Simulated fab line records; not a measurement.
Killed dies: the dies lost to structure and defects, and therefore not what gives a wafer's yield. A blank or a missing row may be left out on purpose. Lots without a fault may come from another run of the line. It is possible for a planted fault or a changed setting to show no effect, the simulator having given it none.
Matching of chambers | flow n5 finfet | rie diel-06 running N5_BEOL_M11_ETCH_66: 4 sister chambers
The step etches SOC in N2/H2, target depth 120 nm, overetch 24 nm, time 180 s. 8 wafers are shown with their chamber, then 10 later ones without.

## WAFERS WITH THEIR CHAMBER
wafer  | chamber | drypump motor current A (A) | throttle valve pct (%)
L081.5 | 1       | 6.0                         | 18.24
L084.3 | 2       | 5.0                         | 17.71
L084.6 | 1       | 6.0                         | 18.26
L086.2 | 2       | 5.1                         | 17.75
L089.4 | 3       | 4.9                         | 17.77
L089.6 | 0       | 5.4                         | 17.94
L092.1 | 0       | 5.3                         | 17.97
L092.4 | 3       | 4.9                         | 17.80

## WAFERS WHOSE CHAMBER IS MISSING
wafer  | drypump motor current A (A) | throttle valve pct (%)
L092.6 | 6.0                         | 17.82
L094.2 | 4.9                         | 17.79
L094.3 | 5.4                         | 17.97
L094.5 | 6.0                         | 17.83
L096.4 | 6.0                         | 17.82
L096.5 | 4.9                         | 17.80
L096.6 | 5.1                         | 17.77
L097.1 | 4.9                         | 17.81
L097.4 | 6.0                         | 17.82
L097.5 | 5.0                         | 17.78

## WHICH CHAMBER EACH ONE RAN IN
wafer  | from the rows above     | in truth
L092.6 | 0                       | 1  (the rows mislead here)
L094.2 | 3                       | 3
L094.3 | 0                       | 0
L094.5 | 0                       | 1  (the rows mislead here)
L096.4 | 0                       | 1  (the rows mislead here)
L096.5 | 3                       | 3
L096.6 | can't be placed: 2 or 3 | 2
L097.1 | 3                       | 3
L097.4 | 0                       | 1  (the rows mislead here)
L097.5 | can't be placed: 3 or 2 | 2
4 of 10 placed correctly. These rows do not allow placing 2 (true chamber among the candidates in 2). Wrongly placed: 4.
How it was worked out, from the rows above alone: a wafer's distance from a chamber is the root of the sum, over the readings, of the square of ((its reading less the chamber's mean) divided by the reading's scatter). The wafer belongs to the nearest chamber; if the next one is less than 2 further off, it can't be placed. For every chamber, the mean is computed from those of its wafers that are shown. The scatter: take each reading less its chamber's mean, square it, sum over the shown wafers, divide by the number of wafers less the number of chambers, and take the root.
